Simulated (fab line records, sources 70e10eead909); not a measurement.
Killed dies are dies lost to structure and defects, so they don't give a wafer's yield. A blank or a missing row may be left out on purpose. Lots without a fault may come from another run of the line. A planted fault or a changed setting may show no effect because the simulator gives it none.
fab line records | flow nand_harc
record lots=24 wafers=72 last_day=33
route steps=1302 shown A_CHANNEL_HOLE_D1@463 A_CHANNEL_HOLE_D2@570
lots that met no fault: from a run of the same line without faults
start_h: hours from the record's first day to the start of the lot's first wafer shown | wait_h: hours since the lot's step before | " the same as in the row above | L1.1+2: a row that stands for several wafers | - no value, or no start given | * or withheld: withheld | < > ~ a bound
route shown NAME@n: a module of which the file shows steps, and the number in the route of the first | usual: mean/standard deviation of fault-free wafers | same: alike in all rows | chamber/n: place in a boat | sites: the reading at each site | _std_site: their standard deviation | _edge_site: outer sites' mean less inner sites' | radius_mm: how far each site lies from the wafer's centre | mask NAME#n: copy n | behind: the tool/chamber that last shaped the wafer | hold: why the lot was held/for how many hours/how that ended | device: the transistor (n, p or np) that didn't switch | end of line: the same wafers' tests at the end of the route | a step without rows: its recipe alone | killed: dies lost to structure and defects at the first sort, not the wafer's yield | map: a wafer's dies, x killed, . not, _ none there
set.NAME: the setting as run; set.NAME@STEP: as run at that earlier step | model.NAME: the simulator's own value behind a step, which no gauge read
steps of the route over a sample of lots; a table a step, a row a wafer
services: from which hour (start_h, from the record's first day; less than 0 if before it) a tool's chamber was out of use, for how many hours, and why
## steps
# step NHARC_A_CHANNEL_HOLE_D1_OVL_MEAS_11
# usual overlay_x_nm=-0.2/0.9 overlay_y_nm=-0.1/0.73
# columns lot.wafer tool chamber start_h wait_h overlay_x_nm overlay_y_nm
L074.2 overlay-02 - 175.78 - -1.3 -0.8
L074.3 " - " " -1.0 -0.2
L074.6 " - " " -0.7 -1.0
L075.2 overlay-01 - 180.44 - -0.1 0.0
L075.4 " - " " 0.4 0.1
L075.5 " - " " 0.1 0.0
L076.2 overlay-02 - 203.59 - 1.2 -0.4
L076.5 " - " " 1.1 -0.4
L076.6 " - " " 1.6 -0.6
L077.3 overlay-01 - 205.32 - 0.0 0.6
L077.4 " - " " 0.1 0.6
L077.5 " - " " -0.2 0.4
L078.1 overlay-02 - 217.63 - 0.6 0.1
L078.2 " - " " 0.2 0.4
L078.4 " - " " 0.6 0.5
L079.2 overlay-02 - 222.48 - -1.1 -0.2
L079.3 " - " " -0.8 -0.1
L079.5 " - " " -1.6 -0.5
L081.1 overlay-01 - 246.36 - -2.8 1.5
L081.3 " - " " -2.4 0.9
L081.5 " - " " -2.4 1.1
L080.3 overlay-02 - 246.86 - -1.9 0.6
L080.5 " - " " -1.7 1.3
L080.6 " - " " -2.0 0.5
L082.4 overlay-01 - 267.06 - -0.6 0.3
L082.5 " - " " -0.1 0.9
L082.6 " - " " -0.2 0.3
L083.2 overlay-01 - 275.12 - 0.1 -1.4
L083.5 " - " " -0.6 -0.6
L083.6 " - " " -0.5 -0.6
L084.4 overlay-02 - 285.85 - -0.2 -0.5
L084.5 " - " " -0.6 -0.9
L084.6 " - " " -0.1 0.0
L085.3 overlay-02 - 286.17 - -1.3 0.4
L085.4 " - " " -1.4 0.3
L085.5 " - " " -1.1 0.4
L086.2 overlay-02 - 300.15 - 0.7 -0.9
L086.5 " - " " 1.0 -0.7
L086.6 " - " " 1.1 -0.4
L087.2 overlay-02 - 307.62 - 0.8 1.2
L087.3 " - " " 1.1 1.3
L087.4 " - " " 0.8 1.9
L089.3 overlay-01 - 324.38 - -0.4 -0.9
L089.5 " - " " -0.3 -0.6
L089.6 " - " " -0.4 -0.5
L088.2 overlay-01 - 326.12 - 0.5 -0.1
L088.4 " - " " 0.6 -0.5
L088.5 " - " " 1.2 -0.3
L090.1 overlay-02 - 343.84 - -0.6 -0.8
L090.2 " - " " -0.5 -1.0
L090.3 " - " " -1.2 -0.2
L091.2 overlay-01 - 348.15 - -0.2 -0.1
L091.3 " - " " -0.4 -0.6
L091.4 " - " " 0.4 -0.6
L092.1 overlay-01 - 358.32 - -0.6 -0.2
L092.2 " - " " -1.0 -0.7
L092.5 " - " " -1.2 -0.2
L093.2 overlay-01 - 368.44 - -0.4 -0.9
L093.3 " - " " 0.1 -0.3
L093.4 " - " " 0.1 -0.8
L094.2 overlay-01 - 383.54 - -0.1 -0.3
L094.4 " - " " 0.1 0.3
L094.5 " - " " 0.4 -0.4
L095.1 overlay-01 - 389.27 - 0.1 -1.3
L095.2 " - " " 0.7 -1.2
L095.4 " - " " 0.4 -1.7
L096.1 overlay-02 - 399.16 - 0.9 -0.3
L096.3 " - " " 0.9 -0.2
L096.6 " - " " 0.5 -0.5
L097.1 overlay-01 - 417.22 - -0.2 0.7
L097.2 " - " " 0.9 1.4
L097.5 " - " " -0.5 1.4
# step NHARC_A_CHANNEL_HOLE_D1_ETCH_23
# recipe bias_v=5000 source_w=withheld pressure_mtorr=20 time_s=819 ar_flow_sccm=375 c4f8_flow_sccm=89.3 o2_flow_sccm=35.7 temp_c=-20 target_depth_a=16000 chemistry=C4F8/O2/Ar
# usual drypump_motor_current_A=5.96/0.25 showerhead_plenum_p_Torr=3.60/0.12 throttle_valve_pct=32.154/0.0091
# columns lot.wafer tool chamber start_h wait_h drypump_motor_current_A rf_hours_counter_h showerhead_plenum_p_Torr throttle_valve_pct
L074.2 har_etch-01 0 178.59 0.5 5.83 89 3.74 32.151
L074.3 " 1 " " 5.84 - 3.57 32.171
L074.6 " 1 " " 5.87 - 3.57 32.171
L075.2 har_etch-02 1 183.16 0.5 6.48 299 3.44 32.162
L075.4 " 1 " " 6.49 - 3.44 32.146
L075.5 " 1 " " 6.52 - 3.44 32.155
L076.2 har_etch-01 1 208.28 0.5 5.87 105 3.56 32.174
L076.5 " 1 " " 5.86 - 3.56 32.149
L076.6 " 0 " " 5.82 - 3.73 32.160
L077.3 har_etch-01 0 212.69 0.5 5.84 - 3.73 32.162
L077.4 " 1 " " 5.85 - 3.56 32.161
L077.5 " 1 " " 5.85 - 3.56 32.145
L078.2 har_etch-01 1 220.34 0.5 5.86 112 3.56 32.168
L078.1 " 0 " " 5.82 112 3.73 32.152
L078.4 " 1 " " 5.86 - 3.56 32.147
L079.2 har_etch-02 1 225.19 0.5 6.50 322 3.43 32.153
L079.3 " 0 " " 5.90 - 3.75 32.154
L079.5 " 1 " " 6.51 - 3.43 32.149
L081.1 har_etch-02 0 249.07 0.5 5.84 333 3.75 32.158
L081.3 " 0 " " 5.86 - 3.75 32.147
L081.5 " 0 " " 5.87 - 3.75 32.144
L080.3 har_etch-01 0 251.11 0.5 5.84 - 3.72 32.156
L080.5 " 0 " " 5.83 - 3.72 32.140
L080.6 " 1 " " 5.88 - 3.55 32.149
L082.4 har_etch-02 0 272.24 1.1 5.88 - 3.73 32.146
L082.5 " 0 " " 5.85 - 3.73 32.162
L082.6 " 0 " " 5.88 - 3.73 32.162
L083.2 har_etch-01 1 278.36 0.5 5.85 147 3.54 32.163
L083.6 " 1 " " 5.86 - 3.54 32.161
L083.5 " 0 " " 5.81 - 3.71 32.158
L084.4 har_etch-01 0 291.42 0.5 5.82 - 3.70 32.147
L084.6 " 0 " " 5.82 - 3.70 32.164
L084.5 " 1 " " 5.87 - 3.53 32.148
L085.4 har_etch-02 0 291.46 0.5 5.88 - 3.73 32.143
L085.3 " 1 " " 6.48 - 3.42 32.156
L085.5 " 1 " " 6.51 - 3.42 32.151
L086.2 har_etch-01 1 305.10 0.5 5.87 166 3.53 32.153
L086.6 " 1 " " 5.87 - 3.53 32.164
L086.5 " 0 " " 5.82 - 3.70 32.167
L087.2 har_etch-02 0 310.35 0.5 5.88 379 3.72 32.166
L087.3 " 0 " " 5.89 - 3.72 32.152
L087.4 " 1 " " 6.51 - 3.41 32.160
L088.2 har_etch-02 1 332.87 0.5 6.52 371 3.40 32.148
L088.4 " 0 " " 5.89 - 3.71 32.157
L088.5 " 0 " " 5.91 - 3.71 32.150
L089.3 har_etch-01 0 333.01 0.5 5.83 - 3.69 32.144
L089.5 " 1 " " 5.87 - 3.52 32.139
L089.6 " 0 " " 5.83 - 3.69 32.150
L090.2 har_etch-01 1 347.55 0.5 5.85 192 3.51 32.155
L090.1 " 0 " " 5.84 192 3.68 32.130
L090.3 " 1 " " 5.85 - 3.51 32.167
L091.2 har_etch-02 0 350.97 0.5 5.86 406 3.71 32.145
L091.3 " 1 " " 6.50 - 3.40 32.175
L091.4 " 0 " " 5.88 - 3.71 32.149
L092.1 har_etch-02 1 361.04 0.5 6.52 387 3.39 32.163
L092.2 " 0 " " 5.90 409 3.70 32.146
L092.5 " 1 " " 6.51 - 3.39 32.143
L093.2 har_etch-01 1 371.22 0.5 5.86 204 3.51 32.152
L093.3 " 1 " " 5.87 - 3.51 32.153
L093.4 " 0 " " 5.83 - 3.68 32.163
L094.2 har_etch-01 0 386.37 0.5 5.84 208 3.68 32.145
L094.4 " 1 " " 5.86 - 3.50 32.163
L094.5 " 1 " " 5.87 - 3.50 32.147
L095.2 har_etch-01 1 398.70 0.5 5.87 219 3.50 32.157
L095.1 " 0 " " 5.85 219 3.67 32.168
L095.4 " 0 " " 5.82 - 3.67 32.139
L096.1 har_etch-01 0 407.00 0.5 5.83 227 3.66 32.152
L096.3 " 0 " " 5.84 - 3.66 32.154
L096.6 " 0 " " 5.84 - 3.66 32.165
L097.2 har_etch-01 0 424.75 0.5 5.81 239 3.66 32.149
L097.1 " 1 " " 5.86 239 3.49 32.160
L097.5 " 1 " " 5.88 - 3.49 32.149
# step NHARC_A_CHANNEL_HOLE_D1_CD_MEAS_30
# usual cd_nm=90.5/0.78
# columns lot.wafer tool chamber start_h wait_h cd_nm
L074.2 cd_sem-02 - 182.57 - 91.9
L074.3 " - " " 90.7
L074.6 " - " " 90.7
L075.2 cd_sem-03 - 187.26 - 90.3
L075.4 " - " " 90.8
L075.5 " - " " 90.2
L076.2 cd_sem-02 - 212.38 - 89.0
L076.5 " - " " 90.0
L076.6 " - " " 91.2
L077.3 cd_sem-03 - 216.54 - 91.0
L077.4 " - " " 90.1
L077.5 " - " " 89.7
L078.1 cd_sem-02 - 224.47 - 90.6
L078.2 " - " " 88.2
L078.4 " - " " 89.5
L079.2 cd_sem-03 - 229.37 - 91.3
L079.3 " - " " 90.3
L079.5 " - " " 90.3
L081.1 cd_sem-03 - 253.16 - 90.2
L081.3 " - " " 90.3
L081.5 " - " " 89.4
L080.3 cd_sem-03 - 254.97 - 91.4
L080.5 " - " " 89.6
L080.6 " - " " 90.4
L082.4 cd_sem-01 - 278.36 - 91.6
L082.5 " - " " 91.3
L082.6 " - " " 91.3
L083.2 cd_sem-03 - 282.89 - 90.9
L083.5 " - " " 90.2
L083.6 " - " " 91.1
L084.4 cd_sem-03 - 295.28 - 91.2
L084.5 " - " " 90.8
L084.6 " - " " 92.2
L085.3 cd_sem-01 - 295.46 - 91.3
L085.4 " - " " 91.7
L085.5 " - " " 90.0
L086.2 cd_sem-01 - 309.18 - 90.1
L086.5 " - " " 91.3
L086.6 " - " " 89.5
L087.2 cd_sem-02 - 314.57 - 90.9
L087.3 " - " " 90.5
L087.4 " - " " 88.7
L089.3 cd_sem-02 - 336.76 - 91.5
L089.5 " - " " 90.4
L089.6 " - " " 89.4
L088.2 cd_sem-02 - 337.31 - 91.1
L088.4 " - " " 90.4
L088.5 " - " " 90.6
L090.1 cd_sem-03 - 351.64 - 91.6
L090.2 " - " " 91.1
L090.3 " - " " 91.8
L091.2 cd_sem-01 - 355.10 0.1 90.6
L091.3 " - " " 90.7
L091.4 " - " " 90.3
L092.1 cd_sem-01 - 365.16 - 90.8
L092.2 " - " " 89.9
L092.5 " - " " 90.5
L093.2 cd_sem-02 - 375.27 - 89.8
L093.3 " - " " 90.3
L093.4 " - " " 90.5
L094.2 cd_sem-01 - 390.34 - 90.1
L094.4 " - " " 90.5
L094.5 " - " " 90.2
L095.1 cd_sem-03 - 402.76 - 90.5
L095.2 " - " " 89.7
L095.4 " - " " 90.6
L096.1 cd_sem-01 - 411.08 - 91.1
L096.3 " - " " 90.7
L096.6 " - " " 90.9
L097.1 cd_sem-01 - 428.89 - 90.6
L097.2 " - " " 91.0
L097.5 " - " " 90.0
# step NHARC_A_CHANNEL_HOLE_D1_XSEM_31
# recipe landing_energy_ev=35000
# usual bot_cd_nm=75.2/0.93 bow_nm=8.67/0.3 tilt_deg=0.09/0.039
# columns lot.wafer tool chamber start_h wait_h bot_cd_nm bow_nm tilt_deg
L074.2 xsem-01 0 182.66 0.1 77.6 8.41 0.03
L074.3 " 0 " " 75.4 8.35 0.03
L074.6 " 0 " " 75.5 8.43 0.03
L075.2 xsem-02 0 187.35 0.1 75.5 9.17 0.04
L075.4 " 0 " " 75.4 9.12 0.04
L075.5 " 0 " " 74.7 9.13 0.04
L076.2 xsem-01 0 212.47 0.1 74.4 8.38 0.07
L076.5 " 0 " " 74.6 8.34 0.07
L076.6 " 0 " " 75.7 8.37 0.07
L077.3 xsem-02 0 216.64 0.1 76.1 8.38 0.07
L077.4 " 0 " " 74.8 8.40 0.07
L077.5 " 0 " " 75.4 8.42 0.07
L078.1 xsem-01 0 224.55 0.1 75.6 9.07 0.08
L078.2 " 0 " " 73.9 9.13 0.08
L078.4 " 0 " " 74.7 9.08 0.08
L079.2 xsem-02 0 229.46 0.1 75.6 8.26 0.11
L079.3 " 0 " " 74.1 8.29 0.11
L079.5 " 0 " " 74.5 8.27 0.11
L081.1 xsem-01 0 253.24 0.1 74.2 8.94 0.08
L081.3 " 0 " " 74.8 8.81 0.07
L081.5 " 0 " " 73.9 8.86 0.08
L080.3 xsem-02 0 255.07 0.1 76.4 8.54 0.07
L080.5 " 0 " " 74.7 8.58 0.07
L080.6 " 0 " " 75.6 8.55 0.07
L082.4 xsem-01 0 278.45 0.1 76.2 8.76 0.06
L082.5 " 0 " " 75.6 8.80 0.06
L082.6 " 0 " " 76.5 8.77 0.06
L083.2 xsem-02 0 282.98 0.1 74.6 7.94 0.13
L083.5 " 0 " " 74.0 8.02 0.13
L083.6 " 0 " " 74.8 7.98 0.13
L084.4 xsem-01 0 295.37 0.1 76.3 8.98 0.00
L084.5 " 0 " " 76.3 9.08 0.00
L084.6 " 0 " " 77.5 9.02 -0.01
L085.3 xsem-02 0 295.56 0.1 75.8 8.95 0.10
L085.4 " 0 " " 76.2 8.92 0.10
L085.5 " 0 " " 74.5 8.86 0.10
L086.2 xsem-02 0 309.27 0.1 73.7 8.61 0.08
L086.5 " 0 " " 74.8 8.49 0.08
L086.6 " 0 " " 73.3 8.55 0.08
L087.2 xsem-01 0 314.65 0.1 76.1 8.69 0.08
L087.3 " 0 " " 75.5 8.62 0.08
L087.4 " 0 " " 73.3 8.61 0.08
L089.3 xsem-01 0 336.85 0.1 76.7 8.58 0.12
L089.5 " 0 " " 75.0 8.53 0.12
L089.6 " 0 " " 74.5 8.59 0.12
L088.2 xsem-02 0 337.41 0.1 75.5 8.75 0.12
L088.4 " 0 " " 74.5 8.77 0.12
L088.5 " 0 " " 74.7 8.72 0.12
L090.1 xsem-02 0 351.73 0.1 76.3 8.48 0.07
L090.2 " 0 " " 75.9 8.44 0.07
L090.3 " 0 " " 77.0 8.45 0.07
L091.2 xsem-01 0 355.19 0.1 75.5 8.59 0.12
L091.3 " 0 " " 76.0 8.64 0.12
L091.4 " 0 " " 74.5 8.59 0.12
L092.1 xsem-02 0 365.26 0.1 76.2 9.00 0.06
L092.2 " 0 " " 75.6 9.01 0.06
L092.5 " 0 " " 76.1 8.98 0.06
L093.2 xsem-02 0 375.37 0.1 74.2 9.09 0.10
L093.3 " 0 " " 74.4 8.99 0.10
L093.4 " 0 " " 74.6 9.06 0.10
L094.2 xsem-01 0 390.43 0.1 74.4 8.87 0.11
L094.4 " 0 " " 75.6 8.84 0.11
L094.5 " 0 " " 75.1 8.77 0.11
L095.1 xsem-02 0 402.86 0.1 74.8 8.47 0.16
L095.2 " 0 " " 74.4 8.47 0.17
L095.4 " 0 " " 75.2 8.44 0.16
L096.1 xsem-01 0 411.17 0.1 76.8 8.37 0.15
L096.3 " 0 " " 76.6 8.38 0.15
L096.6 " 0 " " 76.3 8.40 0.15
L097.1 xsem-02 0 428.98 0.1 75.0 8.99 0.04
L097.2 " 0 " " 75.3 8.91 0.04
L097.5 " 0 " " 73.8 8.92 0.04
# step NHARC_A_CHANNEL_HOLE_D2_DEP_00
# recipe target_thk_a=31000 temp_c=400 material=aC
# usual throttle_valve_pct=35.001/0.0086
# columns lot.wafer tool chamber start_h wait_h throttle_valve_pct
L074.2 acl_dep-01 0 281.95 2.3 35.005
L074.3 " 0 " " 35.010
L074.6 " 0 " " 35.011
L075.2 acl_dep-03 0 289.08 0.4 34.988
L075.4 " 0 " " 34.992
L075.5 " 0 " " 35.001
L076.2 acl_dep-02 0 319.48 0.4 35.009
L076.5 " 0 " " 34.990
L076.6 " 0 " " 35.011
L077.3 acl_dep-03 0 319.62 0.7 35.009
L077.4 " 0 " " 35.009
L077.5 " 0 " " 34.997
L078.1 acl_dep-03 0 320.88 1.6 35.004
L078.2 " 0 " " 34.989
L078.4 " 0 " " 35.012
L079.2 acl_dep-01 0 329.35 0.4 35.008
L079.3 " 0 " " 34.981
L079.5 " 0 " " 34.982
L080.3 acl_dep-02 0 356.66 3.2 35.005
L080.5 " 0 " " 34.993
L080.6 " 0 " " 35.016
L081.1 acl_dep-01 0 357.50 3.9 34.994
L081.3 " 0 " " 35.009
L081.5 " 0 " " 34.997
L082.4 acl_dep-01 0 383.75 5.1 35.002
L082.5 " 0 " " 34.998
L082.6 " 0 " " 35.006
L083.2 acl_dep-03 0 384.14 5.2 34.991
L083.5 " 0 " " 34.996
L083.6 " 0 " " 34.999
L085.3 acl_dep-03 0 395.74 0.7 35.018
L085.4 " 0 " " 35.007
L085.5 " 0 " " 34.995
L084.4 acl_dep-01 0 395.90 1.0 34.996
L084.5 " 0 " " 35.011
L084.6 " 0 " " 35.007
L086.2 acl_dep-02 0 411.31 0.4 34.993
L086.5 " 0 " " 35.004
L086.6 " 0 " " 34.997
L087.2 acl_dep-03 0 411.75 0.7 35.009
L087.3 " 0 " " 34.992
L087.4 " 0 " " 34.992
L088.2 acl_dep-03 0 446.31 0.4 35.009
L088.4 " 0 " " 34.998
L088.5 " 0 " " 35.004
L089.3 acl_dep-01 0 446.44 0.7 35.001
L089.5 " 0 " " 35.009
L089.6 " 0 " " 35.006
L090.1 acl_dep-01 0 455.85 0.1 34.988
L090.2 " 0 " " 35.004
L090.3 " 0 " " 34.980
L091.2 acl_dep-02 0 456.00 0.4 35.003
L091.3 " 0 " " 35.011
L091.4 " 0 " " 35.004
L092.1 acl_dep-01 0 466.37 2.8 35.009
L092.2 " 0 " " 34.994
L092.5 " 0 " " 34.994
L093.2 acl_dep-02 0 482.71 3.6 35.002
L093.3 " 0 " " 35.013
L093.4 " 0 " " 34.994
L095.1 acl_dep-02 0 502.77 3.8 35.008
L095.2 " 0 " " 35.005
L095.4 " 0 " " 35.011
L094.2 acl_dep-01 0 504.57 5.3 35.003
L094.4 " 0 " " 35.000
L094.5 " 0 " " 35.009
L096.1 acl_dep-01 0 512.15 1.2 34.995
L096.3 " 0 " " 35.004
L096.6 " 0 " " 35.000
L097.1 acl_dep-01 0 525.90 0.2 34.983
L097.2 " 0 " " 35.001
L097.5 " 0 " " 34.998
# step NHARC_A_CHANNEL_HOLE_D2_DEP_01
# recipe target_thk_a=1400 target_thk_nm=140 temp_c=400 pressure_torr=3.5 flow_sccm=200 rf_w=350 material=SiON
# usual heater_power_w=778/120
# columns lot.wafer tool chamber start_h wait_h heater_power_w
L074.3 pecvd-01 2 283.57 1.0 761
L074.2 " 0 " " 864
L074.6 " 0 " " 714
L075.2 pecvd-02 2 290.73 1.3 873
L075.4 " 0 " " 737
L075.5 " 1 " " 673
L077.3 pecvd-03 1 320.90 1.0 799
L077.5 " 1 " " 825
L077.4 " 2 " " 764
L076.2 pecvd-03 0 321.14 1.3 1093
L076.5 " 2 " " 715
L076.6 " 0 " " 1113
L078.1 pecvd-03 0 322.80 1.6 1066
L078.2 " 2 " " 712
L078.4 " 1 " " 768
L079.2 pecvd-02 0 330.95 1.3 674
L079.3 " 1 " " 707
L079.5 " 0 " " 668
L080.3 pecvd-01 0 357.93 1.0 729
L080.5 " 0 " " 723
L080.6 " 1 " " 582
L081.1 pecvd-02 0 359.40 1.6 726
L081.3 " 2 " " 769
L081.5 " 1 " " 688
L082.5 pecvd-01 2 384.81 0.4 735
L082.6 " 0 " " 862
L082.4 " 1 " " 538
L083.2 pecvd-01 1 385.78 1.3 588
L083.6 " 1 " " 469
L083.5 " 2 " " 815
L084.5 pecvd-01 1 396.96 0.4 547
L084.6 " 2 " " 753
L084.4 " 0 " " 847
L085.3 pecvd-03 0 397.10 1.0 971
L085.5 " 1 " " 873
L085.4 " 0 " " 980
L086.2 pecvd-03 1 412.98 1.3 824
L086.5 " 2 " " 823
L086.6 " 0 " " 911
L087.3 pecvd-03 0 413.40 1.0 924
L087.2 " 1 " " 765
L087.4 " 0 " " 932
L089.3 pecvd-03 1 447.71 1.0 845
L089.5 " 1 " " 841
L089.6 " 0 " " 1045
L088.2 pecvd-02 1 447.98 1.3 641
L088.5 " 0 " " 689
L088.4 " 2 " " 843
L091.2 pecvd-01 2 457.60 1.3 690
L091.3 " 1 " " 496
L091.4 " 0 " " 869
L090.3 pecvd-02 0 457.74 1.0 735
L090.2 " 1 " " 758
L090.1 " 2 " " 842
L092.2 pecvd-03 0 468.32 1.3 1017
L092.1 " 1 " " 889
L092.5 " 0 " " 1037
L093.3 pecvd-03 0 484.35 1.0 1025
L093.2 " 1 " " 789
L093.4 " 0 " " 1050
L095.1 pecvd-02 2 504.71 1.6 744
L095.2 " 0 " " 795
L095.4 " 2 " " 746
L094.2 pecvd-01 2 506.20 1.3 736
L094.5 " 2 " " 731
L094.4 " 0 " " 867
L096.3 pecvd-01 2 514.08 1.0 794
L096.1 " 1 " " 663
L096.6 " 2 " " 805
L097.2 pecvd-01 0 527.79 1.3 738
L097.1 " 1 " " 549
L097.5 " 1 " " 576
## services
# columns tool chamber start_h hours kind
pecvd-03 - 185.29 13.0 pm
pecvd-03 0 185.29 13.0 vent_cycle
pecvd-03 1 185.29 13.0 vent_cycle
pecvd-03 2 185.29 13.0 vent_cycle
acl_dep-01 - 186.92 13.0 pm
pecvd-03 0 198.29 - clean
pecvd-03 1 198.29 - clean
pecvd-02 - 228.48 13.0 pm
acl_dep-02 - 247.23 13.0 pm
pecvd-03 2 264.84 10.5 repair
acl_dep-03 - 302.94 13.0 pm
pecvd-01 - 311.21 13.0 pm
pecvd-03 - 366.29 13.0 pm
acl_dep-01 - 367.92 13.0 pm
xsem-01 - 374.00 14.0 pm
har_etch-01 - 377.65 4.9 repair
pecvd-01 0 380.32 3.5 repair
har_etch-02 - 387.28 17.0 pm
pecvd-02 - 409.59 13.0 pm
har_etch-02 - 414.25 12.5 repair
acl_dep-02 - 428.23 13.0 pm
acl_dep-03 - 485.41 13.0 pm
pecvd-01 - 492.21 13.0 pm
pecvd-03 - 511.44 0.8 repair
## key
fault none
